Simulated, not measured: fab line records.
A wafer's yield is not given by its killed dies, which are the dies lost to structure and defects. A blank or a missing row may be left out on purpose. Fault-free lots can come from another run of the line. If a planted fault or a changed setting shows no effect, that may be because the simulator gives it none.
Which tool was responsible? :: flow nandHarc :: 35 wafers from 12 lots sampled at 5 of the route's 1159 steps

WHAT THE GAUGES SHOWED, per wafer
NHARC_END_SORT_01.
lot: L210
measured: day 21 14:16
on: prober-02
killedAtArray: 671 11
killedAtOther: 2 0
killedAtPeriphery: 4 4
killedDies: 677 15
killedOpen: 2 3
killedShort: 0 1

lot: L217
measured: day 21 21:55
on: prober-01
killedAtArray: 18 673 29
killedAtOther: 2 1 0
killedAtPeriphery: 1 3 1
killedDies: 21 677 30
killedOpen: 5 5 9
killedShort: 3 1 0

lot: L216
measured: day 22 06:43
on: prober-02
killedAtArray: 675 28 24
killedAtOther: 0 0 0
killedAtPeriphery: 2 2 2
killedDies: 677 30 26
killedOpen: 3 5 1
killedShort: 2 4 0

WHAT TOOL EACH LOT RAN ON (gives the tool, then ch and the chambers of the sampled wafers, and finally the start)
lot: L204
NHARC_A_STAIRCASE_TRIM_22: rieDiel-11 ch 0,1,3, day 10 15:28 or earlier
NHARC_A_STAIRCASE_TRIM_24: rieDiel-11 ch 0,1, day 10 15:28 or earlier
NHARC_A_STAIRCASE_ETCH_25: rieDiel-11 ch 0,1,3, day 10 15:28 or earlier
NHARC_A_STAIRCASE_ETCH_27: rieDiel-11 ch 0,1,3, day 10 15:28

lot: L206
NHARC_A_STAIRCASE_TRIM_22: rieDiel-11 ch 1,3, day 11 10:58 or earlier
NHARC_A_STAIRCASE_TRIM_24: rieDiel-11 ch 0,3, day 11 10:58 or earlier
NHARC_A_STAIRCASE_ETCH_25: rieDiel-11 ch 0,1,3, day 11 10:58 or earlier
NHARC_A_STAIRCASE_ETCH_27: rieDiel-11 ch 1,3, day 11 10:58

lot: L205
NHARC_A_STAIRCASE_TRIM_22: rieDiel-11 ch 0,1,3, day 11 14:33 or earlier
NHARC_A_STAIRCASE_TRIM_24: rieDiel-11 ch 0,3, day 11 14:33 or earlier
NHARC_A_STAIRCASE_ETCH_25: rieDiel-11 ch 0,1,3, day 11 14:33 or earlier
NHARC_A_STAIRCASE_ETCH_27: rieDiel-11 ch 0,3, day 11 14:33

lot: L209
NHARC_A_STAIRCASE_TRIM_22: rieDiel-13 ch 1,3, day 12 07:29 or earlier
NHARC_A_STAIRCASE_TRIM_24: rieDiel-13 ch 1,2,3, day 12 07:29 or earlier
NHARC_A_STAIRCASE_ETCH_25: rieDiel-13 ch 0,1,2, day 12 07:29 or earlier
NHARC_A_STAIRCASE_ETCH_27: rieDiel-13 ch 1,3, day 12 07:29

lot: L210
NHARC_A_STAIRCASE_TRIM_22: rieDiel-11 ch 2, day 12 22:53 or earlier
NHARC_A_STAIRCASE_TRIM_24: rieDiel-11 ch 0,3, day 12 22:53 or earlier
NHARC_A_STAIRCASE_ETCH_25: rieDiel-11 ch 2,3, day 12 22:53 or earlier
NHARC_A_STAIRCASE_ETCH_27: rieDiel-11 ch 0,1, day 12 22:53

lot: L217
NHARC_A_STAIRCASE_TRIM_22: rieDiel-11 ch 0,2,3, day 14 03:02 or earlier
NHARC_A_STAIRCASE_TRIM_24: rieDiel-11 ch 0,1,3, day 14 03:02 or earlier
NHARC_A_STAIRCASE_ETCH_25: rieDiel-11 ch 0,2,3, day 14 03:02 or earlier
NHARC_A_STAIRCASE_ETCH_27: rieDiel-11 ch 0,1,3, day 14 03:02

lot: L216
NHARC_A_STAIRCASE_TRIM_22: rieDiel-11 ch 0,1,3, day 14 09:47 or earlier
NHARC_A_STAIRCASE_TRIM_24: rieDiel-11 ch 1,2, day 14 09:47 or earlier
NHARC_A_STAIRCASE_ETCH_25: rieDiel-11 ch 0,2, day 14 09:47 or earlier
NHARC_A_STAIRCASE_ETCH_27: rieDiel-11 ch 0,1,2, day 14 09:47

lot: L219
NHARC_A_STAIRCASE_TRIM_22: rieDiel-13 ch 0,1,3, day 14 16:25 or earlier
NHARC_A_STAIRCASE_TRIM_24: rieDiel-13 ch 0,2,3, day 14 16:25 or earlier
NHARC_A_STAIRCASE_ETCH_25: rieDiel-13 ch 0,1,3, day 14 16:25 or earlier
NHARC_A_STAIRCASE_ETCH_27: rieDiel-13 ch 0,1,3, day 14 16:25

lot: L220
NHARC_A_STAIRCASE_TRIM_22: rieDiel-13 ch 2,3, day 15 06:08 or earlier
NHARC_A_STAIRCASE_TRIM_24: rieDiel-13 ch 0,2, day 15 06:08 or earlier
NHARC_A_STAIRCASE_ETCH_25: rieDiel-13 ch 0,1, day 15 06:08 or earlier
NHARC_A_STAIRCASE_ETCH_27: rieDiel-13 ch 0,1,2, day 15 06:08

lot: L223
NHARC_A_STAIRCASE_TRIM_22: rieDiel-13 ch 1,2,3, day 16 10:14 or earlier
NHARC_A_STAIRCASE_TRIM_24: rieDiel-13 ch 0,1,2, day 16 10:14 or earlier
NHARC_A_STAIRCASE_ETCH_25: rieDiel-13 ch 0,1,2, day 16 10:14 or earlier
NHARC_A_STAIRCASE_ETCH_27: rieDiel-13 ch 0,1,2, day 16 10:14

lot: L225
NHARC_A_STAIRCASE_TRIM_22: rieDiel-10 ch 0,2, day 16 17:46 or earlier
NHARC_A_STAIRCASE_TRIM_24: rieDiel-10 ch 0,1,2, day 16 17:46 or earlier
NHARC_A_STAIRCASE_ETCH_25: rieDiel-10 ch 0,2, day 16 17:46 or earlier
NHARC_A_STAIRCASE_ETCH_27: rieDiel-10 ch 0,1,2, day 16 17:46

lot: L226
NHARC_A_STAIRCASE_TRIM_22: rieDiel-11 ch 1,2, day 17 05:35 or earlier
NHARC_A_STAIRCASE_TRIM_24: rieDiel-11 ch 1,2, day 17 05:35 or earlier
NHARC_A_STAIRCASE_ETCH_25: rieDiel-11 ch 0,2, day 17 05:35 or earlier
NHARC_A_STAIRCASE_ETCH_27: rieDiel-11 ch 0,3, day 17 05:35
- NHARC_A_STAIRCASE_TRIM_22: chemistry O2, time 211.2 s.
- NHARC_A_STAIRCASE_TRIM_24: chemistry O2, time 211.2 s.
- NHARC_A_STAIRCASE_ETCH_25: etches the open film in C4F8/O2, target depth 100 nm, time 40.5 s.
- NHARC_A_STAIRCASE_ETCH_27: etches the open film in C4F8/O2, target depth 100 nm, time 40.5 s.

WHAT THE TOOLS THEMSELVES READ (means of the sampled wafers that have a number; where no wafer has one, the mark that the record gives instead)
NHARC_A_STAIRCASE_TRIM_22.
lot: L204
tool: rieDiel-11
drypumpMotorCurrentA (A): 5.7
oesProductAu (a.u.): 0.991
rfVppV (V): 58.3
showerheadPlenumPTorr (Torr): 3.47
throttleValvePct (%): 17.043

lot: L206
tool: rieDiel-11
drypumpMotorCurrentA (A): 5.7
oesProductAu (a.u.): 0.987
rfVppV (V): 57.5
showerheadPlenumPTorr (Torr): 3.44
throttleValvePct (%): 17.026

lot: L205
tool: rieDiel-11
drypumpMotorCurrentA (A): 5.7
oesProductAu (a.u.): 0.989
rfVppV (V): 58.0
showerheadPlenumPTorr (Torr): 3.46
throttleValvePct (%): 17.037

lot: L209
tool: rieDiel-13
drypumpMotorCurrentA (A): 5.1
oesProductAu (a.u.): 1.012
rfVppV (V): 57.6
showerheadPlenumPTorr (Torr): 3.37
throttleValvePct (%): 17.042

lot: L210
tool: rieDiel-11
drypumpMotorCurrentA (A): 6.5
oesProductAu (a.u.): 0.988
rfVppV (V): 57.2
showerheadPlenumPTorr (Torr): 3.57
throttleValvePct (%): 17.044

lot: L217
tool: rieDiel-11
drypumpMotorCurrentA (A): 6.2
oesProductAu (a.u.): 1.002
rfVppV (V): 58.2
showerheadPlenumPTorr (Torr): 3.54
throttleValvePct (%): 17.028

lot: L216
tool: rieDiel-11
drypumpMotorCurrentA (A): 5.7
oesProductAu (a.u.): 0.993
rfVppV (V): 58.8
showerheadPlenumPTorr (Torr): 3.45
throttleValvePct (%): 17.047

lot: L219
tool: rieDiel-13
drypumpMotorCurrentA (A): 5.3
oesProductAu (a.u.): 1.013
rfVppV (V): 57.7
showerheadPlenumPTorr (Torr): 3.52
throttleValvePct (%): 17.037

lot: L220
tool: rieDiel-13
drypumpMotorCurrentA (A): 5.3
oesProductAu (a.u.): 1.004
rfVppV (V): 58.3
showerheadPlenumPTorr (Torr): 3.56
throttleValvePct (%): 17.038

lot: L223
tool: rieDiel-13
drypumpMotorCurrentA (A): 5.3
oesProductAu (a.u.): 1.007
rfVppV (V): 58.4
showerheadPlenumPTorr (Torr): 3.47
throttleValvePct (%): 17.035

lot: L225
tool: rieDiel-10
drypumpMotorCurrentA (A): 5.8
oesProductAu (a.u.): 1.003
rfVppV (V): 58.3
showerheadPlenumPTorr (Torr): 3.51
throttleValvePct (%): 17.038

lot: L226
tool: rieDiel-11
drypumpMotorCurrentA (A): 5.6
oesProductAu (a.u.): 1.016
rfVppV (V): 58.3
showerheadPlenumPTorr (Torr): 3.39
throttleValvePct (%): 17.033

NHARC_A_STAIRCASE_TRIM_24.
lot: L204
tool: rieDiel-11
drypumpMotorCurrentA (A): 5.8
oesProductAu (a.u.): 0.994
rfVppV (V): 58.1
showerheadPlenumPTorr (Torr): 3.50
throttleValvePct (%): 17.034

lot: L206
tool: rieDiel-11
drypumpMotorCurrentA (A): 6.0
oesProductAu (a.u.): 0.999
rfVppV (V): 57.2
showerheadPlenumPTorr (Torr): 3.52
throttleValvePct (%): 17.033

lot: L205
tool: rieDiel-11
drypumpMotorCurrentA (A): 6.0
oesProductAu (a.u.): 1.000
rfVppV (V): 57.9
showerheadPlenumPTorr (Torr): 3.52
throttleValvePct (%): 17.043

lot: L209
tool: rieDiel-13
drypumpMotorCurrentA (A): 5.3
oesProductAu (a.u.): 1.015
rfVppV (V): 57.7
showerheadPlenumPTorr (Torr): 3.49
throttleValvePct (%): 17.034

lot: L210
tool: rieDiel-11
drypumpMotorCurrentA (A): 6.0
oesProductAu (a.u.): 0.999
rfVppV (V): 57.9
showerheadPlenumPTorr (Torr): 3.53
throttleValvePct (%): 17.047

lot: L217
tool: rieDiel-11
drypumpMotorCurrentA (A): 5.7
oesProductAu (a.u.): 0.995
rfVppV (V): 57.3
showerheadPlenumPTorr (Torr): 3.45
throttleValvePct (%): 17.046

lot: L216
tool: rieDiel-11
drypumpMotorCurrentA (A): 6.1
oesProductAu (a.u.): 0.981
rfVppV (V): 58.1
showerheadPlenumPTorr (Torr): 3.49
throttleValvePct (%): 17.031

lot: L219
tool: rieDiel-13
drypumpMotorCurrentA (A): 5.2
oesProductAu (a.u.): 1.025
rfVppV (V): 57.4
showerheadPlenumPTorr (Torr): 3.60
throttleValvePct (%): 17.039

lot: L220
tool: rieDiel-13
drypumpMotorCurrentA (A): 5.3
oesProductAu (a.u.): 1.011
rfVppV (V): 57.9
showerheadPlenumPTorr (Torr): 3.76
throttleValvePct (%): 17.031

lot: L223
tool: rieDiel-13
drypumpMotorCurrentA (A): 5.4
oesProductAu (a.u.): 1.004
rfVppV (V): 57.2
showerheadPlenumPTorr (Torr): 3.63
throttleValvePct (%): 17.037

lot: L225
tool: rieDiel-10
drypumpMotorCurrentA (A): 6.1
oesProductAu (a.u.): 1.011
rfVppV (V): 57.8
showerheadPlenumPTorr (Torr): 3.64
throttleValvePct (%): 17.051

lot: L226
tool: rieDiel-11
drypumpMotorCurrentA (A): 6.1
oesProductAu (a.u.): 1.001
rfVppV (V): 57.4
showerheadPlenumPTorr (Torr): 3.47
throttleValvePct (%): 17.036

NHARC_A_STAIRCASE_ETCH_25.
lot: L204
tool: rieDiel-11
oesProductAu (a.u.): 0.937
rfFwdPowerW (W): 593.0
rfVppV (V): 894
runLengthS (s): 62.3

lot: L206
tool: rieDiel-11
oesProductAu (a.u.): 0.926
rfFwdPowerW (W): 592.9
rfVppV (V): 894
runLengthS (s): 62.2

lot: L205
tool: rieDiel-11
oesProductAu (a.u.): 0.923
rfFwdPowerW (W): 592.6
rfVppV (V): 894
runLengthS (s): 62.1

lot: L209
tool: rieDiel-13
oesProductAu (a.u.): 0.957
rfFwdPowerW (W): 593.6
rfVppV (V): 893
runLengthS (s): 62.0

lot: L210
tool: rieDiel-11
oesProductAu (a.u.): 0.942
rfFwdPowerW (W): 594.4
rfVppV (V): 896
runLengthS (s): 61.4

lot: L217
tool: rieDiel-11
oesProductAu (a.u.): 0.933
rfFwdPowerW (W): 593.4
rfVppV (V): 897
runLengthS (s): 62.0

lot: L216
tool: rieDiel-11
oesProductAu (a.u.): 0.934
rfFwdPowerW (W): 590.4
rfVppV (V): 897
runLengthS (s): 62.0

lot: L219
tool: rieDiel-13
oesProductAu (a.u.): 0.956
rfFwdPowerW (W): 591.5
rfVppV (V): 895
runLengthS (s): 62.1

lot: L220
tool: rieDiel-13
oesProductAu (a.u.): 0.954
rfFwdPowerW (W): 595.2
rfVppV (V): 901
runLengthS (s): 62.2

lot: L223
tool: rieDiel-13
oesProductAu (a.u.): 0.949
rfFwdPowerW (W): 593.6
rfVppV (V): 899
runLengthS (s): 61.9

lot: L225
tool: rieDiel-10
oesProductAu (a.u.): 0.947
rfFwdPowerW (W): 594.2
rfVppV (V): 900
runLengthS (s): 61.7

lot: L226
tool: rieDiel-11
oesProductAu (a.u.): 0.941
rfFwdPowerW (W): 590.3
rfVppV (V): 897
runLengthS (s): 61.7

NHARC_A_STAIRCASE_ETCH_27.
lot: L204
tool: rieDiel-11
oesProductAu (a.u.): 0.937
rfFwdPowerW (W): 590.9
rfVppV (V): 895
runLengthS (s): 62.4

lot: L206
tool: rieDiel-11
oesProductAu (a.u.): 0.933
rfFwdPowerW (W): 595.2
rfVppV (V): 893
runLengthS (s): 62.0

lot: L205
tool: rieDiel-11
oesProductAu (a.u.): 0.949
rfFwdPowerW (W): 592.6
rfVppV (V): 895
runLengthS (s): 62.0

lot: L209
tool: rieDiel-13
oesProductAu (a.u.): 0.947
rfFwdPowerW (W): 594.0
rfVppV (V): 892
runLengthS (s): 62.0

lot: L210
tool: rieDiel-11
oesProductAu (a.u.): 0.931
rfFwdPowerW (W): 590.0
rfVppV (V): 894
runLengthS (s): 69.0

lot: L217
tool: rieDiel-11
oesProductAu (a.u.): 0.925
rfFwdPowerW (W): 592.4
rfVppV (V): 894
runLengthS (s): 66.5

lot: L216
tool: rieDiel-11
oesProductAu (a.u.): 0.935
rfFwdPowerW (W): 590.4
rfVppV (V): 894
runLengthS (s): 66.6

lot: L219
tool: rieDiel-13
oesProductAu (a.u.): 0.950
rfFwdPowerW (W): 592.2
rfVppV (V): 896
runLengthS (s): 62.2

lot: L220
tool: rieDiel-13
oesProductAu (a.u.): 0.953
rfFwdPowerW (W): 592.4
rfVppV (V): 899
runLengthS (s): 62.3

lot: L223
tool: rieDiel-13
oesProductAu (a.u.): 0.946
rfFwdPowerW (W): 593.3
rfVppV (V): 899
runLengthS (s): 62.0

lot: L225
tool: rieDiel-10
oesProductAu (a.u.): 0.947
rfFwdPowerW (W): 593.4
rfVppV (V): 900
runLengthS (s): 61.5

lot: L226
tool: rieDiel-11
oesProductAu (a.u.): 0.936
rfFwdPowerW (W): 591.4
rfVppV (V): 897
runLengthS (s): 62.0

THE ANSWER, worked out from the rows above alone
Rule: the lots themselves supply what counts as usual. The widest of any qualifying gaps counts: lots, ordered by their means at a reading, are off when they make up no more than a third of the lots, leave a main group of 4 or more, and stand apart from it by 3 or more times the standard deviation of that group's means. If all means in a main group match to the digits the tables above print for the reading, that group is not used. A lot without any number at a reading at which 4 lots or more have one is off too. Where the step has rows for the other lots, those lots are counted as sound. First the gauges in route order, then the tools' own readings, where a lot's mean is used as printed above. The first step at which some lot is off is used, and at that step the reading that is off furthest; a lot without a number counts as furthest.
Off: L210, L217, L216 (NHARC_A_STAIRCASE_ETCH_27, runLengthS). For the main group the mean is 62.0 s and the standard deviation 0.24.
A tool fits if, at that step or a process step before it, it ran every lot that is off, and no sound lot after the first of them. NHARC_A_STAIRCASE_TRIM_22: start missing for some lots; hours and lot order therefore follow NHARC_A_STAIRCASE_ETCH_27. NHARC_A_STAIRCASE_TRIM_24: start missing for some lots; hours and lot order therefore follow NHARC_A_STAIRCASE_ETCH_27. NHARC_A_STAIRCASE_ETCH_25: start missing for some lots; hours and lot order therefore follow NHARC_A_STAIRCASE_ETCH_27. Of those tried, none fits.

WHAT THE SIMULATOR PUT IN
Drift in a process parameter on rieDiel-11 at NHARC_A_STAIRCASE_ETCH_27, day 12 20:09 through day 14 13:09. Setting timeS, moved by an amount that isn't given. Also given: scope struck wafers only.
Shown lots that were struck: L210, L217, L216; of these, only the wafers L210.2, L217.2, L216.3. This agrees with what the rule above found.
